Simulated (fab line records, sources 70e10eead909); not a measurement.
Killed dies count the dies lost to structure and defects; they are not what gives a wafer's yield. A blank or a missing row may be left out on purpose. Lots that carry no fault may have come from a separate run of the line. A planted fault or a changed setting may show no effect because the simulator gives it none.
Matching of chambers :: flow nand harc :: NHARC_A_STAIRCASE_ETCH_253 on rie diel-02 has 4 sister chambers
The step etches the open film in C4F8/O2, target depth 50 nm, time 20.2 s. 8 wafers are shown with their chamber, then 7 later ones without.

## WAFERS WITH THEIR CHAMBER
wafer: L076.4
chamber: 3
rf vpp V (V): 899
oes product au (a.u.): 0.958

wafer: L079.3
chamber: 1
rf vpp V (V): 902
oes product au (a.u.): 0.953

wafer: L079.6
chamber: 0
rf vpp V (V): 889
oes product au (a.u.): 0.978

wafer: L085.1
chamber: 3
rf vpp V (V): 897
oes product au (a.u.): 0.964

wafer: L085.2
chamber: 0
rf vpp V (V): 889
oes product au (a.u.): 0.963

wafer: L085.3
chamber: 2
rf vpp V (V): 904
oes product au (a.u.): 0.997

wafer: L089.1
chamber: 2
rf vpp V (V): 905
oes product au (a.u.): 0.988

wafer: L089.4
chamber: 1
rf vpp V (V): 900
oes product au (a.u.): 0.955

## WAFERS MISSING THEIR CHAMBER
wafer: L089.6
rf vpp V (V): 897
oes product au (a.u.): 0.942

wafer: L088.1
rf vpp V (V): 900
oes product au (a.u.): 0.932

wafer: L088.4
rf vpp V (V): 905
oes product au (a.u.): 0.954

wafer: L088.5
rf vpp V (V): 888
oes product au (a.u.): 0.969

wafer: L090.1
rf vpp V (V): 888
oes product au (a.u.): 0.970

wafer: L090.5
rf vpp V (V): 899
oes product au (a.u.): 0.958

wafer: L090.6
rf vpp V (V): 887
oes product au (a.u.): 0.964

## THE CHAMBER EACH PASSED THROUGH
wafer: L089.6
from the rows above: can't be placed: 3 or 1
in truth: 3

wafer: L088.1
from the rows above: can't be placed: 1 or 3
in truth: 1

wafer: L088.4
from the rows above: 1
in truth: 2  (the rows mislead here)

wafer: L088.5
from the rows above: 0
in truth: 0

wafer: L090.1
from the rows above: 0
in truth: 0

wafer: L090.5
from the rows above: can't be placed: 3 or 1
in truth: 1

wafer: L090.6
from the rows above: 0
in truth: 0
Correctly placed: 3 of 7. From these rows, 3 cannot be placed; in 3 the true chamber is one of the candidates. 1 placed wrongly.
How it was worked out, from the rows above alone: a wafer's distance from a chamber is the root of the sum, over the readings, of the square of ((its reading less the chamber's mean) divided by the reading's scatter). The wafer belongs to the nearest chamber; if the next one is less than 2 further off, it can't be placed. Each chamber's mean is taken over the wafers shown for it. The scatter is the square root of a quotient: the sum, over the shown wafers, of each reading's squared deviation from its chamber's mean, divided by wafers minus chambers.
